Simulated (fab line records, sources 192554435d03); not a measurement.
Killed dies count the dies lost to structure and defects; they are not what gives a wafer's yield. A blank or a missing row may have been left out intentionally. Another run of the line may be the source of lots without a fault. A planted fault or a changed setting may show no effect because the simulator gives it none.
The tool behind it: which one? :: flow n5 finfet :: 24 lots with 72 wafers sampled at 5 steps, on a route of 1938 steps

## WHAT EACH GAUGE READ, for each wafer
N5_BEOL_M14_INSPECT_30: inspects for defects (macro).
lot: L075
measured: day 12 02:28
on: defect inspect-02
raw defect count: 0 0 3

lot: L074
measured: day 12 14:11
on: defect inspect-02
raw defect count: 4 3 4

lot: L076
measured: day 12 14:29
on: defect inspect-02
raw defect count: 1 1 1

lot: L077
measured: day 12 14:40
on: defect inspect-02
raw defect count: 3 4 0

lot: L078
measured: day 13 01:50
on: defect inspect-02
raw defect count: 0 2 1

lot: L079
measured: day 13 05:02
on: defect inspect-02
raw defect count: 1 1 5

lot: L082
measured: day 13 13:24
on: defect inspect-01
raw defect count: 0 2 2

lot: L080
measured: day 13 17:03
on: defect inspect-02
raw defect count: 2 2 2

lot: L081
measured: day 13 17:38
on: defect inspect-02
raw defect count: 2 5 2

lot: L083
measured: day 14 09:50
on: defect inspect-01
raw defect count: 1 3 3

lot: L086
measured: day 14 18:24
on: defect inspect-01
raw defect count: 3 3 2

lot: L085
measured: day 14 22:04
on: defect inspect-02
raw defect count: 2 3 2

lot: L084
measured: day 15 00:31
on: defect inspect-02
raw defect count: 2 2 1

lot: L089
measured: day 15 05:38
on: defect inspect-01
raw defect count: 1 4 3

lot: L087
measured: day 15 08:14
on: defect inspect-02
raw defect count: 0 0 3

lot: L088
measured: day 15 09:09
on: defect inspect-01
raw defect count: 4 2 2

lot: L091
measured: day 15 11:35
on: defect inspect-02
raw defect count: 1 0 0

lot: L090
measured: day 15 13:56
on: defect inspect-01
raw defect count: 2 4 1

lot: L092
measured: day 15 23:34
on: defect inspect-02
raw defect count: 4 1 2

lot: L093
measured: day 16 02:07
on: defect inspect-01
raw defect count: 1 0 0

lot: L094
measured: day 16 21:03
on: defect inspect-01
raw defect count: 3 0 3

lot: L095
measured: day 17 03:02
on: defect inspect-01
raw defect count: 0 0 0

lot: L097
measured: day 17 08:16
on: defect inspect-01
raw defect count: 3 1 2

lot: L096
measured: day 17 16:03
on: defect inspect-02
raw defect count: 0 2 1

N5_BEOL_M14_THK_MEAS_50: measures by xrf.
lot: L075
measured: day 12 04:56
on: film metro-01
M14_THK (nm): 579 565 572

lot: L074
measured: day 12 18:13
on: film metro-02
M14_THK (nm): 570 555 571

lot: L076
measured: day 12 19:43
on: film metro-02
M14_THK (nm): 583 577 576

lot: L077
measured: day 12 19:49
on: film metro-02
M14_THK (nm): 574 573 572

lot: L078
measured: day 13 07:44
on: film metro-01
M14_THK (nm): 575 583 574

lot: L079
measured: day 13 08:04
on: film metro-01
M14_THK (nm): 569 569 562

lot: L082
measured: day 13 16:35
on: film metro-01
M14_THK (nm): 562 574 567

lot: L080
measured: day 13 19:16
on: film metro-02
M14_THK (nm): 577 567 568

lot: L081
measured: day 14 00:30
on: film metro-02
M14_THK (nm): 570 585 565

lot: L083
measured: day 14 14:20
on: film metro-02
M14_THK (nm): 573 569 567

lot: L086
measured: day 15 04:11
on: film metro-02
M14_THK (nm): 561 572 568

lot: L085
measured: day 15 04:24
on: film metro-01
M14_THK (nm): 577 566 571

lot: L084
measured: day 15 05:34
on: film metro-02
M14_THK (nm): 563 564 558

lot: L089
measured: day 15 07:55
on: film metro-01
M14_THK (nm): 556 568 563

lot: L087
measured: day 15 14:33
on: film metro-02
M14_THK (nm): 565 560 570

lot: L088
measured: day 15 20:46
on: film metro-02
M14_THK (nm): 556 566 565

lot: L091
measured: day 15 22:05
on: film metro-01
M14_THK (nm): 567 575 576

lot: L090
measured: day 16 00:51
on: film metro-01
M14_THK (nm): 577 560 578

lot: L092
measured: day 16 04:59
on: film metro-02
M14_THK (nm): 569 570 577

lot: L093
measured: day 16 06:25
on: film metro-01
M14_THK (nm): 568 569 569

lot: L094
measured: day 17 00:53
on: film metro-01
M14_THK (nm): 565 571 567

lot: L095
measured: day 17 11:05
on: film metro-01
M14_THK (nm): 575 578 587

lot: L097
measured: day 17 11:34
on: film metro-02
M14_THK (nm): 584 572 565

lot: L096
measured: day 17 18:35
on: film metro-01
M14_THK (nm): 564 560 564

N5_BEOL_M15_OVL_MEAS_29.
lot: L075
measured: day 12 07:37
on: overlay-01
M15_OVL (nm): -1 7 4

lot: L074
measured: day 12 20:47
on: overlay-02
M15_OVL (nm): 2 0 -2

lot: L076
measured: day 12 22:10
on: overlay-02
M15_OVL (nm): 0 -6 6

lot: L077
measured: day 12 22:20
on: overlay-01
M15_OVL (nm): 2 -8 -1

lot: L078
measured: day 13 10:15
on: overlay-02
M15_OVL (nm): -1 0 2

lot: L079
measured: day 13 10:36
on: overlay-02
M15_OVL (nm): 3 1 3

lot: L082
measured: day 13 19:08
on: overlay-01
M15_OVL (nm): -11 -12 -14

lot: L080
measured: day 13 21:46
on: overlay-02
M15_OVL (nm): -1 1 3

lot: L081
measured: day 14 02:50
on: overlay-02
M15_OVL (nm): -5 0 -3

lot: L083
measured: day 14 16:48
on: overlay-01
M15_OVL (nm): 3 -6 -7

lot: L086
measured: day 15 06:32
on: overlay-01
M15_OVL (nm): -10 -9 -5

lot: L085
measured: day 15 07:08
on: overlay-02
M15_OVL (nm): 5 -2 4

lot: L084
measured: day 15 08:03
on: overlay-02
M15_OVL (nm): -2 -6 -11

lot: L089
measured: day 15 10:44
on: overlay-01
M15_OVL (nm): 1 3 2

lot: L087
measured: day 15 16:55
on: overlay-01
M15_OVL (nm): 8 10 7

lot: L088
measured: day 15 23:26
on: overlay-02
M15_OVL (nm): -3 -3 -11

lot: L091
measured: day 16 00:37
on: overlay-01
M15_OVL (nm): -6 -5 -8

lot: L090
measured: day 16 03:05
on: overlay-02
M15_OVL (nm): -10 -7 -9

lot: L092
measured: day 16 07:14
on: overlay-02
M15_OVL (nm): -3 -6 -1

lot: L093
measured: day 16 08:46
on: overlay-02
M15_OVL (nm): -7 -6 -8

lot: L094
measured: day 17 03:07
on: overlay-01
M15_OVL (nm): 1 -7 0

lot: L095
measured: day 17 13:34
on: overlay-01
M15_OVL (nm): -6 6 2

lot: L097
measured: day 17 14:09
on: overlay-02
M15_OVL (nm): -9 -9 -3

lot: L096
measured: day 17 20:59
on: overlay-01
M15_OVL (nm): -2 -9 3

## WHAT TOOL EACH LOT RAN ON (gives the tool, then ch and the chambers of the sampled wafers, and finally the start)
lot: L075
N5_BEOL_M14_ETCH_67: rie diel-06 ch 0,2,3, day 12 02:32
N5_BEOL_M15_ETCH_57: rie diel-02 ch 0,1, day 12 06:34

lot: L074
N5_BEOL_M14_ETCH_67: rie diel-06 ch 1,2, day 12 14:16
N5_BEOL_M15_ETCH_57: rie diel-02 ch 0,3, day 12 19:58

lot: L076
N5_BEOL_M14_ETCH_67: rie diel-05 ch 0,2,3, day 12 14:33
N5_BEOL_M15_ETCH_57: rie diel-04 ch 1,2,3, day 12 21:14

lot: L077
N5_BEOL_M14_ETCH_67: rie diel-01 ch 0,1,2, day 12 14:48
N5_BEOL_M15_ETCH_57: rie diel-03 ch 0,1,2, day 12 21:24

lot: L078
N5_BEOL_M14_ETCH_67: rie diel-01 ch 0,2, day 13 01:54
N5_BEOL_M15_ETCH_57: rie diel-02 ch 0,2,3, day 13 09:19

lot: L079
N5_BEOL_M14_ETCH_67: rie diel-06 ch 0,2, day 13 05:08
N5_BEOL_M15_ETCH_57: rie diel-02 ch 0,1,3, day 13 09:47

lot: L082
N5_BEOL_M14_ETCH_67: rie diel-05 ch 0,2, day 13 13:53
N5_BEOL_M15_ETCH_57: rie diel-04 ch 0,1,2, day 13 18:12

lot: L080
N5_BEOL_M14_ETCH_67: rie diel-01 ch 0,3, day 13 17:07
N5_BEOL_M15_ETCH_57: rie diel-04 ch 1,2,3, day 13 20:50

lot: L081
N5_BEOL_M14_ETCH_67: rie diel-01 ch 0,2,3, day 13 17:42
N5_BEOL_M15_ETCH_57: rie diel-02 ch 1,2,3, day 14 02:02

lot: L083
N5_BEOL_M14_ETCH_67: rie diel-05 ch 1,2, day 14 09:53
N5_BEOL_M15_ETCH_57: rie diel-03 ch 0,1,2, day 14 16:07

lot: L086
N5_BEOL_M14_ETCH_67: rie diel-01 ch 0,3, day 14 18:35
N5_BEOL_M15_ETCH_57: rie diel-03 ch 0,2, day 15 05:44

lot: L085
N5_BEOL_M14_ETCH_67: rie diel-05 ch 0,3, day 14 22:10
N5_BEOL_M15_ETCH_57: rie diel-03 ch 2,3, day 15 06:13

lot: L084
N5_BEOL_M14_ETCH_67: rie diel-06 ch 1,2,3, day 15 00:35
N5_BEOL_M15_ETCH_57: rie diel-02 ch 0,3, day 15 07:07

lot: L089
N5_BEOL_M14_ETCH_67: rie diel-01 ch 0,3, day 15 05:43
N5_BEOL_M15_ETCH_57: rie diel-03 ch 0,2,3, day 15 09:56

lot: L087
N5_BEOL_M14_ETCH_67: rie diel-06 ch 0,2,3, day 15 08:44
N5_BEOL_M15_ETCH_57: rie diel-03 ch 0,1,3, day 15 15:59

lot: L088
N5_BEOL_M14_ETCH_67: rie diel-06 ch 0,1,3, day 15 09:19
N5_BEOL_M15_ETCH_57: rie diel-02 ch 1,2,3, day 15 22:31

lot: L091
N5_BEOL_M14_ETCH_67: rie diel-01 ch 0,1,2, day 15 11:40
N5_BEOL_M15_ETCH_57: rie diel-04 ch 2,3, day 15 23:41

lot: L090
N5_BEOL_M14_ETCH_67: rie diel-01 ch 1,2,3, day 15 14:00
N5_BEOL_M15_ETCH_57: rie diel-04 ch 0,1,2, day 16 02:17

lot: L092
N5_BEOL_M14_ETCH_67: rie diel-05 ch 1,2, day 15 23:38
N5_BEOL_M15_ETCH_57: rie diel-04 ch 0,1, day 16 06:26

lot: L093
N5_BEOL_M14_ETCH_67: rie diel-06 ch 0,2,3, day 16 02:11
N5_BEOL_M15_ETCH_57: rie diel-02 ch 2,3, day 16 07:50

lot: L094
N5_BEOL_M14_ETCH_67: rie diel-01 ch 0,1, day 16 21:07
N5_BEOL_M15_ETCH_57: rie diel-02 ch 1,3, day 17 02:19

lot: L095
N5_BEOL_M14_ETCH_67: rie diel-05 ch 0,2,3, day 17 03:06
N5_BEOL_M15_ETCH_57: rie diel-04 ch 0,1,2, day 17 12:38

lot: L097
N5_BEOL_M14_ETCH_67: rie diel-01 ch 0,1, day 17 08:20
N5_BEOL_M15_ETCH_57: rie diel-04 ch 1,2, day 17 13:21

lot: L096
N5_BEOL_M14_ETCH_67: rie diel-06 ch 1,2,3, day 17 16:07
N5_BEOL_M15_ETCH_57: rie diel-04 ch 1,2, day 17 20:11
- N5_BEOL_M14_ETCH_67: etches SiARC in CF4, target depth 143 nm, time 238.3 s.
- N5_BEOL_M15_ETCH_57: etches SOC in N2/H2, time 750 s.

## AS READ BY THE TOOLS THEMSELVES (means over the sampled wafers that have a number; for cases with no such wafer, the mark the record gives instead)
N5_BEOL_M14_ETCH_67.
lot: L075
tool: rie diel-06
drypump motor current A (A): 5.2
etch rf on time s (s): 234.2
oes product au (a.u.): 0.70
rf vpp V (V): 184.7
showerhead plenum p Torr (Torr): 2.19
throttle valve pct (%): 15.58

lot: L074
tool: rie diel-06
drypump motor current A (A): 5.6
etch rf on time s (s): 237.3
oes product au (a.u.): 0.67
rf vpp V (V): 184.9
showerhead plenum p Torr (Torr): 2.17
throttle valve pct (%): 15.55

lot: L076
tool: rie diel-05
drypump motor current A (A): 5.9
etch rf on time s (s): 233.5
oes product au (a.u.): 0.71
rf vpp V (V): 183.8
showerhead plenum p Torr (Torr): 2.14
throttle valve pct (%): 15.47

lot: L077
tool: rie diel-01
drypump motor current A (A): 5.5
etch rf on time s (s): 233.2
oes product au (a.u.): 0.71
rf vpp V (V): 183.9
showerhead plenum p Torr (Torr): 2.16
throttle valve pct (%): 15.50

lot: L078
tool: rie diel-01
drypump motor current A (A): 5.2
etch rf on time s (s): 236.7
oes product au (a.u.): 0.71
rf vpp V (V): 184.6
showerhead plenum p Torr (Torr): 2.15
throttle valve pct (%): 15.43

lot: L079
tool: rie diel-06
drypump motor current A (A): 5.3
etch rf on time s (s): 234.9
oes product au (a.u.): 0.67
rf vpp V (V): 185.0
showerhead plenum p Torr (Torr): 2.20
throttle valve pct (%): 15.59

lot: L082
tool: rie diel-05
drypump motor current A (A): 5.8
etch rf on time s (s): 237.8
oes product au (a.u.): 0.68
rf vpp V (V): 183.6
showerhead plenum p Torr (Torr): 2.10
throttle valve pct (%): 15.60

lot: L080
tool: rie diel-01
drypump motor current A (A): 5.5
etch rf on time s (s): 239.4
oes product au (a.u.): 0.77
rf vpp V (V): 184.7
showerhead plenum p Torr (Torr): 2.18
throttle valve pct (%): 15.48

lot: L081
tool: rie diel-01
drypump motor current A (A): 5.3
etch rf on time s (s): 238.2
oes product au (a.u.): 0.74
rf vpp V (V): 184.0
showerhead plenum p Torr (Torr): 2.16
throttle valve pct (%): 15.45

lot: L083
tool: rie diel-05
drypump motor current A (A): 5.8
etch rf on time s (s): 235.8
oes product au (a.u.): 0.70
rf vpp V (V): 182.9
showerhead plenum p Torr (Torr): 2.07
throttle valve pct (%): 15.71

lot: L086
tool: rie diel-01
drypump motor current A (A): 5.5
etch rf on time s (s): 235.3
oes product au (a.u.): 0.72
rf vpp V (V): 185.0
showerhead plenum p Torr (Torr): 2.16
throttle valve pct (%): 15.51

lot: L085
tool: rie diel-05
drypump motor current A (A): 5.9
etch rf on time s (s): 236.2
oes product au (a.u.): 0.67
rf vpp V (V): 185.3
showerhead plenum p Torr (Torr): 2.15
throttle valve pct (%): 15.38

lot: L084
tool: rie diel-06
drypump motor current A (A): 5.5
etch rf on time s (s): 236.8
oes product au (a.u.): 0.74
rf vpp V (V): 184.7
showerhead plenum p Torr (Torr): 2.23
throttle valve pct (%): 15.45

lot: L089
tool: rie diel-01
drypump motor current A (A): 5.5
etch rf on time s (s): 242.0
oes product au (a.u.): 0.74
rf vpp V (V): 184.7
showerhead plenum p Torr (Torr): 2.18
throttle valve pct (%): 15.52

lot: L087
tool: rie diel-06
drypump motor current A (A): 5.2
etch rf on time s (s): 237.0
oes product au (a.u.): 0.67
rf vpp V (V): 184.9
showerhead plenum p Torr (Torr): 2.18
throttle valve pct (%): 15.65

lot: L088
tool: rie diel-06
drypump motor current A (A): 5.5
etch rf on time s (s): 233.1
oes product au (a.u.): 0.72
rf vpp V (V): 184.9
showerhead plenum p Torr (Torr): 2.20
throttle valve pct (%): 15.59

lot: L091
tool: rie diel-01
drypump motor current A (A): 5.5
etch rf on time s (s): 234.5
oes product au (a.u.): 0.69
rf vpp V (V): 184.7
showerhead plenum p Torr (Torr): 2.15
throttle valve pct (%): 15.55

lot: L090
tool: rie diel-01
drypump motor current A (A): 5.5
etch rf on time s (s): 235.9
oes product au (a.u.): 0.72
rf vpp V (V): 183.8
showerhead plenum p Torr (Torr): 2.16
throttle valve pct (%): 15.55

lot: L092
tool: rie diel-05
drypump motor current A (A): 5.8
etch rf on time s (s): 235.5
oes product au (a.u.): 0.69
rf vpp V (V): 183.6
showerhead plenum p Torr (Torr): 2.07
throttle valve pct (%): 15.74

lot: L093
tool: rie diel-06
drypump motor current A (A): 5.2
etch rf on time s (s): 236.7
oes product au (a.u.): 0.66
rf vpp V (V): 185.2
showerhead plenum p Torr (Torr): 2.18
throttle valve pct (%): 15.65

lot: L094
tool: rie diel-01
drypump motor current A (A): 5.6
etch rf on time s (s): 233.8
oes product au (a.u.): 0.67
rf vpp V (V): 183.9
showerhead plenum p Torr (Torr): 2.14
throttle valve pct (%): 15.64

lot: L095
tool: rie diel-05
drypump motor current A (A): 5.9
etch rf on time s (s): 235.7
oes product au (a.u.): 0.67
rf vpp V (V): 184.1
showerhead plenum p Torr (Torr): 2.12
throttle valve pct (%): 15.56

lot: L097
tool: rie diel-01
drypump motor current A (A): 5.6
etch rf on time s (s): 236.0
oes product au (a.u.): 0.67
rf vpp V (V): 184.3
showerhead plenum p Torr (Torr): 2.14
throttle valve pct (%): 15.64

lot: L096
tool: rie diel-06
drypump motor current A (A): 5.5
etch rf on time s (s): 235.5
oes product au (a.u.): 0.71
rf vpp V (V): 185.0
showerhead plenum p Torr (Torr): 2.22
throttle valve pct (%): 15.49

N5_BEOL_M15_ETCH_57.
lot: L075
tool: rie diel-02
drypump motor current A (A): 5.1
oes product au (a.u.): 0.83
rf vpp V (V): 521.0
showerhead plenum p Torr (Torr): 2.44
throttle valve pct (%): 17.69

lot: L074
tool: rie diel-02
drypump motor current A (A): 5.3
oes product au (a.u.): 0.72
rf vpp V (V): 521.8
showerhead plenum p Torr (Torr): 2.46
throttle valve pct (%): 17.85

lot: L076
tool: rie diel-04
drypump motor current A (A): 5.9
oes product au (a.u.): 0.85
rf vpp V (V): 524.8
showerhead plenum p Torr (Torr): 2.54
throttle valve pct (%): 17.65

lot: L077
tool: rie diel-03
drypump motor current A (A): 5.6
oes product au (a.u.): 0.81
rf vpp V (V): 524.9
showerhead plenum p Torr (Torr): 2.57
throttle valve pct (%): 17.93

lot: L078
tool: rie diel-02
drypump motor current A (A): 5.4
oes product au (a.u.): 0.83
rf vpp V (V): 521.5
showerhead plenum p Torr (Torr): 2.46
throttle valve pct (%): 17.76

lot: L079
tool: rie diel-02
drypump motor current A (A): 5.2
oes product au (a.u.): 0.77
rf vpp V (V): 521.7
showerhead plenum p Torr (Torr): 2.45
throttle valve pct (%): 17.77

lot: L082
tool: rie diel-04
drypump motor current A (A): 6.1
oes product au (a.u.): 0.80
rf vpp V (V): 522.2
showerhead plenum p Torr (Torr): 2.49
throttle valve pct (%): 17.76

lot: L080
tool: rie diel-04
drypump motor current A (A): 5.9
oes product au (a.u.): 0.85
rf vpp V (V): 524.2
showerhead plenum p Torr (Torr): 2.54
throttle valve pct (%): 17.66

lot: L081
tool: rie diel-02
drypump motor current A (A): 5.5
oes product au (a.u.): 0.84
rf vpp V (V): 522.3
showerhead plenum p Torr (Torr): 2.50
throttle valve pct (%): 17.61

lot: L083
tool: rie diel-03
drypump motor current A (A): 5.6
oes product au (a.u.): 0.79
rf vpp V (V): 523.9
showerhead plenum p Torr (Torr): 2.56
throttle valve pct (%): 17.95

lot: L086
tool: rie diel-03
drypump motor current A (A): 5.6
oes product au (a.u.): 0.76
rf vpp V (V): 523.6
showerhead plenum p Torr (Torr): 2.54
throttle valve pct (%): 17.97

lot: L085
tool: rie diel-03
drypump motor current A (A): 5.9
oes product au (a.u.): 0.78
rf vpp V (V): 525.2
showerhead plenum p Torr (Torr): 2.59
throttle valve pct (%): 17.80

lot: L084
tool: rie diel-02
drypump motor current A (A): 5.3
oes product au (a.u.): 0.71
rf vpp V (V): 521.4
showerhead plenum p Torr (Torr): 2.45
throttle valve pct (%): 17.89

lot: L089
tool: rie diel-03
drypump motor current A (A): 5.8
oes product au (a.u.): 0.75
rf vpp V (V): 525.0
showerhead plenum p Torr (Torr): 2.57
throttle valve pct (%): 17.97

lot: L087
tool: rie diel-03
drypump motor current A (A): 5.8
oes product au (a.u.): 0.77
rf vpp V (V): 525.0
showerhead plenum p Torr (Torr): 2.59
throttle valve pct (%): 17.96

lot: L088
tool: rie diel-02
drypump motor current A (A): 5.5
oes product au (a.u.): 0.82
rf vpp V (V): 522.2
showerhead plenum p Torr (Torr): 2.49
throttle valve pct (%): 17.64

lot: L091
tool: rie diel-04
drypump motor current A (A): 5.8
oes product au (a.u.): 0.87
rf vpp V (V): 523.4
showerhead plenum p Torr (Torr): 2.50
throttle valve pct (%): 17.63

lot: L090
tool: rie diel-04
drypump motor current A (A): 6.0
oes product au (a.u.): 0.78
rf vpp V (V): 521.9
showerhead plenum p Torr (Torr): 2.48
throttle valve pct (%): 17.78

lot: L092
tool: rie diel-04
drypump motor current A (A): 6.3
oes product au (a.u.): 0.74
rf vpp V (V): 523.0
showerhead plenum p Torr (Torr): 2.47
throttle valve pct (%): 17.84

lot: L093
tool: rie diel-02
drypump motor current A (A): 5.7
oes product au (a.u.): 0.86
rf vpp V (V): 523.5
showerhead plenum p Torr (Torr): 2.50
throttle valve pct (%): 17.63

lot: L094
tool: rie diel-02
drypump motor current A (A): 5.3
oes product au (a.u.): 0.77
rf vpp V (V): 522.0
showerhead plenum p Torr (Torr): 2.48
throttle valve pct (%): 17.66

lot: L095
tool: rie diel-04
drypump motor current A (A): 6.0
oes product au (a.u.): 0.77
rf vpp V (V): 522.1
showerhead plenum p Torr (Torr): 2.48
throttle valve pct (%): 17.80

lot: L097
tool: rie diel-04
drypump motor current A (A): 6.0
oes product au (a.u.): 0.77
rf vpp V (V): 523.1
showerhead plenum p Torr (Torr): 2.55
throttle valve pct (%): 17.76

lot: L096
tool: rie diel-04
drypump motor current A (A): 5.7
oes product au (a.u.): 0.81
rf vpp V (V): 524.7
showerhead plenum p Torr (Torr): 2.56
throttle valve pct (%): 17.72

## THE ANSWER, worked out from the rows above alone
Rule: the lots themselves supply what counts as usual. Put in order of their means at a reading, lots are off if they are a third of the lots or fewer, leave a main group of 4 or more, and stand apart from it by a gap of 3 or more times the standard deviation of the main group's means; of several such gaps the widest counts. A main group is skipped when, at the precision printed for the reading in the tables above, its means are all equal. A lot without any number at a reading at which 4 lots or more have one is off too. Any other lot the step has rows for is counted as sound. The gauges are gone through in route order, then the tools' own readings, and for those a lot's mean is taken as printed above. At the first step where some lot is off, the reading lying furthest off is the one used; lots without a number count as furthest.
Across all readings shown, no lot is off: no conclusion can be drawn from this.

## WHAT HAD BEEN PUT IN BY THE SIMULATOR
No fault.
